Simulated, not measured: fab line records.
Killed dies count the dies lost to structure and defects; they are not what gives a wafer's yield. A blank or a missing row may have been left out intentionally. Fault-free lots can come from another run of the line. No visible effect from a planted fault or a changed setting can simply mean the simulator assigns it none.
fab line records	flow n5-finfet
record: lots: 7	wafers: 39
route steps=1938 shown BEOL_M6@1239 BEOL_M9@1440 BEOL_M14@1770 BEOL_M15@1808
start-h: hours from the record's first day to the start of the lot's first wafer shown	wait-h: how many hours have passed since the lot's step before this one	" repeats the value in the row above	L1.1+2: several wafers, shown together as one row	- no value present, or no start provided	* or withheld: withheld	< > ~ a bound
route shown NAME@n: a module of which the file shows steps, and the number in the route of the first	usual: average and standard deviation across the fault-free wafers	same: alike in all rows	chamber/n: place in a boat	sites: each site's reading	_std_site: the values' standard deviation	_edge_site: the outer-site mean with the inner-site mean subtracted	radius-mm: for every site, how far away it sits from the centre of the wafer	mask NAME#n: copy n	behind: tool/chamber where the wafer was last shaped	hold: cause of the lot's hold/its duration in hours/its outcome	device: the transistor (n, p or np) that didn't switch	end of line: the tests these same wafers got at the end of their route	a step with no rows: only its recipe	killed: dies that structure and defects cost at the first sort, which is not the same as the wafer's yield	map: shows each die of a wafer: x if killed, . if not, _ if none is there
set.NAME: the setting that was run; set.NAME@STEP: the one run at that earlier step	model.NAME: the simulator's own value behind a step, which no gauge read
lots where settings were altered on purpose, with a table for each step and a row for each wafer
== steps ==
step: N5_BEOL_M6_TRENCH_ETCH_37
recipe: chemistry: C4F6/O2	target-depth-a: 944.35	target: SiCOH_lowk	time-s: 31.5	ion-energy-ev: 250	pressure-mtorr: 30	source-w: 345	bias-w: 185	Ar_flow_sccm: 300	C4F6_flow_sccm: 10	O2_flow_sccm: 10
lot.wafer	tool	chamber	start-h	wait-h	set.target-depth-a	model.etch.depth-nm	model.BEOL_M6.feature-depth-nm	model.TiN_of_BEOL_M6_HM_DEP_02.thk-nm
L077.1	rie-diel-06	3	-	-	1171	116.3	116.2	17
L077.2	"	0	"	"	1171	113.3	113.2	17.2
L077.3	"	2	"	"	1171	117.6	117.6	17.2
L077.4	"	2	"	"	944.35	94.1	94	17.8
L077.5	"	3	"	"	944.35	93.49	93.4	17.6
L077.6	"	0	"	"	944.35	92.13	92.2	17.8
L078.1	rie-diel-06	1	-	-	944.35	96.43	96.4	17.4
L078.2	"	0	"	"	944.35	92.11	92.2	17.6
L078.3	"	3	"	"	944.35	93.79	93.8	17
L078.4	"	1	"	"	944.35	96.97	97	17.4
L078.5	"	0	"	"	944.35	91.43	91.4	17.2
L078.6	"	3	"	"	944.35	93.08	93	17.6
L079.1	rie-diel-06	1	-	-	944.35	94.55	94.6	16.8
L079.2	"	3	"	"	944.35	93.14	93.2	17.2
L079.3	"	2	"	"	944.35	91.81	91.8	17.2
L079.4	"	0	"	"	944.35	89.9	90	17.2
L079.5	"	1	"	"	944.35	95.76	95.8	17
L079.6	"	2	"	"	944.35	92.21	92.2	17
L081.1	rie-diel-02	1	-	-	944.35	94.39	94.4	17.8
L081.2	"	2	"	"	944.35	93.54	93.6	17.4
L081.4	"	0	"	"	944.35	93.97	94	17
L088.1	rie-diel-06	1	-	-	1172	119.8	119.8	17.2
L088.2	"	3	"	"	944.35	94.2	94.2	18
L088.3	"	2	"	"	944.35	93.28	93.2	18
L088.4	"	0	"	"	944.35	90.43	90.4	18.2
L088.5	"	3	"	"	1172	115.6	115.6	17.4
L088.6	"	2	"	"	1172	115.5	115.6	17.2
L090.1	rie-diel-02	3	-	-	944.35	93.05	93	16.8
L090.2	"	0	"	"	1276	126.9	127	16.4
L090.3	"	1	"	"	1276	127.3	127.2	16.4
L090.4	"	2	"	"	1276	125.9	126	16.2
L090.5	"	3	"	"	944.35	93.27	93.2	17.4
L090.6	"	2	"	"	944.35	93.77	93.8	17.2
L091.1	rie-diel-02	3	-	-	1438	139.5	139.4	15.6
L091.2	"	0	"	"	944.35	92.09	92	16.8
L091.3	"	1	"	"	944.35	93.14	93.2	16.8
L091.4	"	2	"	"	1438	141	141	15.6
L091.5	"	3	"	"	944.35	92.3	92.4	17
L091.6	"	2	"	"	1438	140.5	140.6	15.4
step: N5_BEOL_M6_ETCH_41
recipe: chemistry: CH3F/O2	target: SiCN	target-depth-a: 297	taper-deg: 2	time-s: 52	ion-energy-ev: 120	mask-material: TiN	pressure-mtorr: 30	source-w: 395	bias-w: 75	Ar_flow_sccm: 150	CH3F_flow_sccm: 30	O2_flow_sccm: 20
step: N5_BEOL_M6_STRIP_80
recipe: chemistry: N2/H2	time-s: 10	power-w: 450	temp-c: 40	pressure-mtorr: 20	rf-frequency-hz: 6e+07	bias-power-w: 7	n2-flow-sccm: 200	h2-flow-sccm: 200
step: N5_BEOL_M6_OCD_MEAS_38
usual: trench-depth-nm: 93.5/1.7
lot.wafer	tool	chamber	start-h	wait-h	set.target-depth-a@BEOL_M6_TRENCH_ETCH_37	trench-depth-nm
L077.1	ocd-02	-	201.16	-	1171	116.2
L077.2	"	-	"	"	1171	113.1
L077.3	"	-	"	"	1171	117.1
L077.4	"	-	"	"	944.35	94.0
L077.5	"	-	"	"	944.35	93.8
L077.6	"	-	"	"	944.35	92.6
L078.1	ocd-01	-	219.35	-	944.35	96.5
L078.2	"	-	"	"	944.35	91.9
L078.3	"	-	"	"	944.35	93.7
L078.4	"	-	"	"	944.35	97.4
L078.5	"	-	"	"	944.35	91.5
L078.6	"	-	"	"	944.35	93.2
L079.1	ocd-02	-	243.71	-	944.35	94.4
L079.2	"	-	"	"	944.35	93.4
L079.3	"	-	"	"	944.35	-
L079.4	"	-	"	"	944.35	-
L079.5	"	-	"	"	944.35	96.2
L079.6	"	-	"	"	944.35	-
L081.1	ocd-02	-	248.02	-	944.35	94.3
L081.2	"	-	"	"	944.35	93.4
L081.4	"	-	"	"	944.35	93.7
L088.1	ocd-02	-	279.16	-	1172	119.9
L088.2	"	-	"	"	944.35	94.0
L088.3	"	-	"	"	944.35	93.3
L088.4	"	-	"	"	944.35	90.4
L088.5	"	-	"	"	1172	115.2
L088.6	"	-	"	"	1172	115.6
L090.1	ocd-02	-	293.16	-	944.35	92.7
L090.2	"	-	"	"	1276	127.1
L090.3	"	-	"	"	1276	127.3
L090.4	"	-	"	"	1276	125.3
L090.5	"	-	"	"	944.35	93.7
L090.6	"	-	"	"	944.35	93.6
L091.1	ocd-02	-	300.96	-	1438	139.0
L091.2	"	-	"	"	944.35	92.2
L091.3	"	-	"	"	944.35	92.9
L091.4	"	-	"	"	1438	140.9
L091.5	"	-	"	"	944.35	92.2
L091.6	"	-	"	"	1438	140.3
step: N5_BEOL_M6_HM_STRIP_39
recipe: chemistry: peroxide-tin-strip	material: TiN	target-depth-a: 250	temp-c: 50	time-s: 158
step: N5_BEOL_M6_SRD_40
recipe: time-s: 30	temp-c: 23	rinse-liquid: diw	dry: ipa-marangoni
step: N5_BEOL_M6_ECD_50
recipe: material: Cu	target-thk-a: 3000
step: N5_BEOL_M6_ANNEAL_51
recipe: temp-c: 225	time-s: 90	ambient: N2
step: N5_BEOL_M6_CMP_52
recipe: stop-on: SiCOH_lowk	t-overpolish-s: 6.9	down-force-psi: 1	platen-rpm: 50	clearing-platen-down-force-psi: 1.5	clearing-platen-rpm: 50	post-cmp-clean: cu-alkaline	target-thk-nm: 80	clearing-platen-pad-velocity-m-s: 0.99484	pad-velocity-m-s: 0.99484
lot.wafer	tool	chamber	start-h	wait-h	set.target-depth-a@BEOL_M6_TRENCH_ETCH_37	model.Cu_of_BEOL_M6_ECD_50.thk-nm
L077.2	cmp-02	1	203.88	0.2	1171	99
L077.3	"	2	"	"	1171	102.8
L077.4+6	"	3,1	"	"	944.35	78.8
L077.1	"	0	"	"	1171	100.2
L077.5	"	2	"	"	944.35	78.4
L078.3	cmp-03	1	221.14	0.2	944.35	81.8
L078.2	"	2	"	"	944.35	77.4
L078.4	"	3	"	"	944.35	83.2
L078.1	"	0	"	"	944.35	82.8
L078.6	"	1	"	"	944.35	80.2
L078.5	"	2	"	"	944.35	76.6
L079.1+5	cmp-02	0,1	245.80	0.3	944.35	81.8
L079.2	"	1	"	"	944.35	79.8
L079.3	"	2	"	"	944.35	77
L079.4	"	3	"	"	944.35	76.8
L079.6	"	0	"	"	944.35	78.6
L081.2	cmp-02	2	251.34	0.2	944.35	78
L081.1	"	3	"	"	944.35	80.6
L081.4	"	0	"	"	944.35	80.2
L088.2	cmp-02	3	281.51	0.2	944.35	81.4
L088.4	"	0	"	"	944.35	77.6
L088.3	"	1	"	"	944.35	81
L088.1	"	2	"	"	1172	106.8
L088.5	"	3	"	"	1172	103
L088.6	"	0	"	"	1172	102.2
L090.2	cmp-02	0	295.31	0.2	1276	113.6
L090.1	"	1	"	"	944.35	80.2
L090.3	"	2	"	"	1276	113.8
L090.4	"	3	"	"	1276	112.6
L090.5	"	0	"	"	944.35	80.6
L090.6	"	1	"	"	944.35	81.8
L091.3	cmp-04	3	303.18	0.2	944.35	78.8
L091.1	"	0	"	"	1438	123.6
L091.2	"	1	"	"	944.35	77.2
L091.4	"	2	"	"	1438	126.6
L091.5	"	3	"	"	944.35	78.4
L091.6	"	0	"	"	1438	124
step: N5_BEOL_M6_THK_MEAS_53
recipe: thk-meas-gauge: xrf	reads: Cu_of_BEOL_M6_ECD_50
usual: M6_THK: 80.2/2.3
lot.wafer	tool	chamber	start-h	wait-h	set.target-depth-a@BEOL_M6_TRENCH_ETCH_37	M6_THK[nm]
L077.1	film-metro-02	-	204.17	-	1171	102.1
L077.2	"	-	"	"	1171	101.3
L077.3	"	-	"	"	1171	104.6
L077.4	"	-	"	"	944.35	80.1
L077.5	"	-	"	"	944.35	80.2
L077.6	"	-	"	"	944.35	80.4
L078.1	film-metro-01	-	221.44	-	944.35	83.7
L078.2	"	-	"	"	944.35	77.9
L078.3	"	-	"	"	944.35	82.6
L078.4	"	-	"	"	944.35	83.8
L078.5	"	-	"	"	944.35	77.3
L078.6	"	-	"	"	944.35	80.9
L079.1	film-metro-01	-	246.10	-	944.35	82.1
L079.2	"	-	"	"	944.35	79.9
L079.3	"	-	"	"	944.35	-
L079.4	"	-	"	"	944.35	-
L079.5	"	-	"	"	944.35	82.0
L079.6	"	-	"	"	944.35	-
L081.1	film-metro-02	-	251.60	-	944.35	81.4
L081.2	"	-	"	"	944.35	78.7
L081.4	"	-	"	"	944.35	81.0
L088.1	film-metro-01	-	281.81	-	1172	106.8
L088.2	"	-	"	"	944.35	81.2
L088.3	"	-	"	"	944.35	81.3
L088.4	"	-	"	"	944.35	77.8
L088.5	"	-	"	"	1172	103.1
L088.6	"	-	"	"	1172	102.7
L090.1	film-metro-02	-	295.61	-	944.35	81.7
L090.2	"	-	"	"	1276	115.9
L090.3	"	-	"	"	1276	116.3
L090.4	"	-	"	"	1276	114.7
L090.5	"	-	"	"	944.35	82.3
L090.6	"	-	"	"	944.35	83.2
L091.1	film-metro-02	-	303.48	-	1438	125.9
L091.2	"	-	"	"	944.35	78.4
L091.3	"	-	"	"	944.35	80.3
L091.4	"	-	"	"	1438	129.0
L091.5	"	-	"	"	944.35	79.7
L091.6	"	-	"	"	1438	126.4
step: N5_BEOL_M6_PRE_CLEAN_55
recipe: gas: NH3	time-s: 15	temp-c: withheld	rf-power-w: 300
step: N5_BEOL_M6_DEP_56
recipe: material: SiCN	target-thk-a: 100	temp-c: withheld	precursor: 3MS/NH3	pressure-torr: 3	rf-w: 202	time-s: 17.5
step: N5_BEOL_M6_RS_MEAS_57
recipe: thk-meas-gauge: four-point-probe	reads: Cu_of_BEOL_M6_ECD_50+Co_of_BEOL_M6_CVD_78+TaN_of_BEOL_M6_ALD_77
usual: M6_RS: 0.289/0.0095
lot.wafer	tool	chamber	start-h	wait-h	set.target-depth-a@BEOL_M6_TRENCH_ETCH_37	M6_RS[ohm/sq]
L077.1	film-metro-02	-	204.30	0.1	1171	0.220
L077.2	"	-	"	"	1171	0.223
L077.3	"	-	"	"	1171	0.214
L077.4	"	-	"	"	944.35	0.291
L077.5	"	-	"	"	944.35	0.293
L077.6	"	-	"	"	944.35	0.292
L078.1	film-metro-01	-	221.57	0.1	944.35	0.275
L078.2	"	-	"	"	944.35	0.298
L078.3	"	-	"	"	944.35	0.279
L078.4	"	-	"	"	944.35	0.274
L078.5	"	-	"	"	944.35	0.302
L078.6	"	-	"	"	944.35	0.286
L079.1	film-metro-02	-	246.23	0.1	944.35	0.278
L079.2	"	-	"	"	944.35	0.287
L079.3	"	-	"	"	944.35	-
L079.4	"	-	"	"	944.35	-
L079.5	"	-	"	"	944.35	0.278
L079.6	"	-	"	"	944.35	-
L081.1	film-metro-02	-	251.73	0.1	944.35	0.283
L081.2	"	-	"	"	944.35	0.294
L081.4	"	-	"	"	944.35	0.285
L088.1	film-metro-02	-	281.94	0.1	1172	0.205
L088.2	"	-	"	"	944.35	0.280
L088.3	"	-	"	"	944.35	0.281
L088.4	"	-	"	"	944.35	0.296
L088.5	"	-	"	"	1172	0.213
L088.6	"	-	"	"	1172	0.215
L090.1	film-metro-02	-	295.74	0.1	944.35	0.285
L090.2	"	-	"	"	1276	0.191
L090.3	"	-	"	"	1276	0.190
L090.4	"	-	"	"	1276	0.193
L090.5	"	-	"	"	944.35	0.284
L090.6	"	-	"	"	944.35	0.278
L091.1	film-metro-01	-	303.61	0.1	1438	0.175
L091.2	"	-	"	"	944.35	0.299
L091.3	"	-	"	"	944.35	0.292
L091.4	"	-	"	"	1438	0.170
L091.5	"	-	"	"	944.35	0.293
L091.6	"	-	"	"	1438	0.174
step: N5_BEOL_M9_ETCH_66
recipe: chemistry: N2/H2	target: SOC	target-depth-a: 800	overetch-a: 160	mask-material: SiARC	temp-c: 40	time-s: 120	ion-energy-ev: 200	pressure-mtorr: 30	source-w: 840	bias-w: 150	n2-flow-sccm: 200	h2-flow-sccm: 200
lot.wafer	tool	chamber	start-h	wait-h	set.target-depth-a	model.SiARC_of_BEOL_M9_COAT_64.thk-nm
L077.1	rie-diel-05	1	228.89	0.0	800	6.2
L077.2	"	2	"	"	800	6.4
L077.3+5	"	3,2	"	"	488.5	8.2
L077.4	"	0	"	"	488.5	8.4
L077.6	"	3	"	"	800	6.6
L078.1	rie-diel-03	2	247.14	0.0	1093	4
L078.2	"	1	"	"	800	6.6
L078.3	"	0	"	"	800	6.4
L078.4	"	3	"	"	1093	4.8
L078.5	"	1	"	"	1093	5
L078.6	"	2	"	"	800	6
L079.1+3+4	rie-diel-04	0,2,3	273.40	0.0	800	6.4
L079.2+6	"	1	"	"	982.4	5.4
L079.5	"	0	"	"	982.4	5.2
L081.1+2+4	rie-diel-03	0,1,3	275.30	0.0	800	6.4
L088.1	rie-diel-03	2	306.07	0.0	1133	4
L088.2+3	"	3,0	"	"	800	6.4
L088.4+6	"	1	"	"	1133	4.8
L088.5	"	2	"	"	800	6
L090.1+2+6	rie-diel-05	0,3,0	318.69	0.0	800	6.6
L090.3+4+5	"	1,2,1	"	"	800	6.2
L091.1+4	rie-diel-04	1,2	323.26	0.0	1181	4.4
L091.2+6	"	3,1	"	"	800	6.6
L091.3	"	0	"	"	800	6.4
L091.5	"	2	"	"	1181	4.2
step: N5_BEOL_M14_DEP_53
recipe: material: SiCN	target-thk-a: 500	temp-c: withheld	precursor: 3MS/NH3	pressure-torr: 3	rf-w: 675	time-s: 17.8
lot.wafer	tool	chamber	start-h	wait-h	set.time-s	model.SiCN_of_BEOL_M14_DEP_53.thk-nm
L077.1	pecvd-04	1	271.79	0.0	17.8	50
L077.2+3	"	2,0	"	"	17.8	49.8
L077.4	"	1	"	"	17.8	51.6
L077.5	"	2	"	"	17.8	50.8
L077.6	"	0	"	"	17.8	50.6
L078.1	pecvd-02	1	288.53	0.0	21.49	59.4
L078.2	"	0	"	"	17.8	49.8
L078.3	"	2	"	"	17.8	50
L078.4	"	1	"	"	21.49	60.4
L078.5	"	2	"	"	17.8	50.8
L078.6	"	0	"	"	21.49	60.8
L079.1+3	pecvd-03	2,1	309.40	0.0	17.8	49.8
L079.2	"	0	"	"	17.8	50
L079.4	"	2	"	"	17.8	50.8
L079.5	"	0	"	"	17.8	50.4
L079.6	"	1	"	"	17.8	50.6
L081.1+2	pecvd-03	2,0	311.66	0.0	17.8	50
L081.4	"	0	"	"	17.8	51.2
L088.1+3	pecvd-02	0,1	349.29	0.0	17.8	49.2
L088.2	"	2	"	"	8.737	25.4
L088.4	"	1	"	"	8.737	24.8
L088.5	"	2	"	"	8.737	25
L088.6	"	0	"	"	17.8	50.2
L090.1+3	pecvd-04	2,1	351.25	0.0	17.8	49.6
L090.2	"	0	"	"	17.8	49.2
L090.4	"	1	"	"	17.8	50.6
L090.5+6	"	2,0	"	"	17.8	50
L091.1	pecvd-02	0	360.93	0.0	17.8	49
L091.2	"	1	"	"	17.8	48.8
L091.3	"	2	"	"	17.8	50
L091.4	"	2	"	"	17.8	50.4
L091.5	"	0	"	"	17.8	50.8
L091.6	"	1	"	"	17.8	49.8
step: N5_BEOL_M15_ETCH_61
recipe: chemistry: N2/H2	target: BARC	target-depth-a: 890	overetch-a: 267	time-s: 67.9	ion-energy-ev: 200	pressure-mtorr: 30	source-w: 840	bias-w: 150	n2-flow-sccm: 200	h2-flow-sccm: 200
lot.wafer	tool	chamber	start-h	wait-h	set.time-s	model.coat_of_BEOL_M15_COAT_22.thk-nm	model.BEOL_M15.cd-nm
L077.1	rie-diel-04	2	274.26	0.0	67.9	720.4	400
L077.2	"	1	"	"	78.37	712.2	399.8
L077.3	"	0	"	"	67.9	721.8	399
L077.4	"	3	"	"	67.9	722.8	400
L077.5	"	1	"	"	78.37	713.4	402.2
L077.6	"	0	"	"	78.37	713	398.8
L078.1	rie-diel-05	1	290.80	0.0	67.9	719.2	400.6
L078.2	"	2	"	"	84.1	706	402
L078.3	"	3	"	"	84.1	708.4	404.2
L078.4	"	0	"	"	84.1	705	404
L078.5	"	1	"	"	67.9	719.4	399.6
L078.6	"	2	"	"	67.9	717.4	401.2
L079.1	rie-diel-05	1	311.94	0.0	98.15	687.6	404.6
L079.2	"	0	"	"	98.15	691.2	404.8
L079.3	"	2	"	"	67.9	720.4	398.4
L079.4	"	3	"	"	67.9	718.4	400.4
L079.5	"	0	"	"	98.15	690.8	404
L079.6	"	1	"	"	67.9	718	399.8
L081.1	rie-diel-05	2	314.28	0.0	67.9	716.8	400.2
L081.2	"	3	"	"	67.9	716	401.8
L081.4	"	1	"	"	67.9	716.2	403
L088.1	rie-diel-03	0	352.34	0.0	92.51	695.8	403.2
L088.2	"	3	"	"	67.9	716.4	398
L088.3	"	2	"	"	67.9	712.4	399.2
L088.4	"	1	"	"	92.51	698.8	406.4
L088.5	"	2	"	"	92.51	689.2	403
L088.6	"	1	"	"	67.9	720.2	397.8
L090.1	rie-diel-03	0	353.64	0.0	108.4	680.8	405.2
L090.2	"	3	"	"	108.4	677.2	408.8
L090.3	"	2	"	"	67.9	715.2	401
L090.4	"	1	"	"	67.9	721	399.8
L090.5	"	3	"	"	67.9	720	398
L090.6	"	0	"	"	108.4	682.2	405.6
L091.1	rie-diel-03	3	363.72	0.0	29.28	753.6	394.2
L091.2	"	1	"	"	67.9	718.4	404
L091.3	"	0	"	"	29.28	753.6	393
L091.4	"	2	"	"	67.9	714	399.4
L091.5	"	3	"	"	29.28	754	393.2
L091.6	"	0	"	"	67.9	716	398
step: N5_BEOL_M15_TRENCH_ETCH_34
recipe: chemistry: C4F8/O2/Ar	target: SiO2	target-depth-a: 8729.3	he-inner-torr: 15	he-outer-torr: 30	time-s: 199	ion-energy-ev: 800	pressure-mtorr: 20	source-w: 1905	bias-w: 2040	Ar_flow_sccm: 400	C4F8_flow_sccm: 16	O2_flow_sccm: 12
lot.wafer	tool	chamber	start-h	wait-h	set.time-s@BEOL_M15_ETCH_61	model.coat_of_BEOL_M15_COAT_22.thk-nm
L077.1	rie-diel-04	2	274.31	0.0	67.9	547
L077.2	"	1	"	"	78.37	544.4
L077.3	"	0	"	"	67.9	548.6
L077.4	"	3	"	"	67.9	553.2
L077.5	"	1	"	"	78.37	545.4
L077.6	"	0	"	"	78.37	538.6
L078.1	rie-diel-05	1	290.85	0.0	67.9	542.6
L078.2	"	2	"	"	84.1	527.8
L078.3	"	3	"	"	84.1	533
L078.4	"	0	"	"	84.1	529
L078.5	"	1	"	"	67.9	542.2
L078.6	"	2	"	"	67.9	540.2
L079.1	rie-diel-05	1	311.99	0.0	98.15	509
L079.2+5	"	0	"	"	98.15	512.8
L079.3	"	2	"	"	67.9	542.2
L079.4	"	3	"	"	67.9	545.2
L079.6	"	1	"	"	67.9	540.2
L081.1	rie-diel-05	2	314.33	0.0	67.9	539.6
L081.2	"	3	"	"	67.9	542.8
L081.4	"	1	"	"	67.9	541.6
L088.1	rie-diel-03	0	352.39	0.0	92.51	524.8
L088.2	"	3	"	"	67.9	539
L088.3	"	2	"	"	67.9	529.4
L088.4	"	1	"	"	92.51	528
L088.5	"	2	"	"	92.51	506.6
L088.6	"	1	"	"	67.9	548.8
L090.1	rie-diel-03	0	353.70	0.0	108.4	511
L090.2	"	3	"	"	108.4	503.2
L090.3	"	2	"	"	67.9	533.2
L090.4	"	1	"	"	67.9	553.2
L090.5	"	3	"	"	67.9	545.6
L090.6	"	0	"	"	108.4	512.6
L091.1	rie-diel-03	3	363.77	0.0	29.28	578
L091.2	"	1	"	"	67.9	547.2
L091.3	"	0	"	"	29.28	580.6
L091.4	"	2	"	"	67.9	532.4
L091.5	"	3	"	"	29.28	578.4
L091.6	"	0	"	"	67.9	542.4
== key ==
split: step: N5_BEOL_M6_TRENCH_ETCH_37	setting: target-depth-a	stated: 944.35	by: wafer
response: step: N5_BEOL_M6_TRENCH_ETCH_37	reading: model.etch.depth-nm	change: +0.936	per: 1%	r: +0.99
response: step: N5_BEOL_M6_TRENCH_ETCH_37	reading: model.BEOL_M6.feature-depth-nm	change: +0.937	per: 1%	r: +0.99
response: step: N5_BEOL_M6_TRENCH_ETCH_37	reading: model.TiN_of_BEOL_M6_HM_DEP_02.thk-nm	change: -0.0257	per: 1%	r: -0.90
response: step: N5_BEOL_M6_OCD_MEAS_38	reading: trench-depth-nm	change: +0.932	per: 1%	r: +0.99
response: step: N5_BEOL_M6_CMP_52	reading: model.Cu_of_BEOL_M6_ECD_50.thk-nm	change: +0.914	per: 1%	r: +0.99
response: step: N5_BEOL_M6_THK_MEAS_53	reading: M6_THK	change: +0.932	per: 1%	r: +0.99
response: step: N5_BEOL_M6_RS_MEAS_57	reading: M6_RS	change: -0.00256	per: 1%	r: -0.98
split: step: N5_BEOL_M9_ETCH_66	setting: target-depth-a	stated: 800	by: wafer
response: step: N5_BEOL_M9_ETCH_66	reading: model.SiARC_of_BEOL_M9_COAT_64.thk-nm	change: -0.0457	per: 1%	r: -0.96
split: step: N5_BEOL_M14_DEP_53	setting: time-s	stated: 17.8	by: wafer
response: step: N5_BEOL_M14_DEP_53	reading: model.SiCN_of_BEOL_M14_DEP_53.thk-nm	change: +0.481	per: 1%	r: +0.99
split: step: N5_BEOL_M15_ETCH_61	setting: time-s	stated: 67.9	by: wafer
response: step: N5_BEOL_M15_ETCH_61	reading: model.coat_of_BEOL_M15_COAT_22.thk-nm	change: -0.638	per: 1%	r: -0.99
response: step: N5_BEOL_M15_ETCH_61	reading: model.BEOL_M15.cd-nm	change: +0.121	per: 1%	r: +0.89
response: step: N5_BEOL_M15_TRENCH_ETCH_34	reading: model.coat_of_BEOL_M15_COAT_22.thk-nm	change: -0.618	per: 1%	r: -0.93
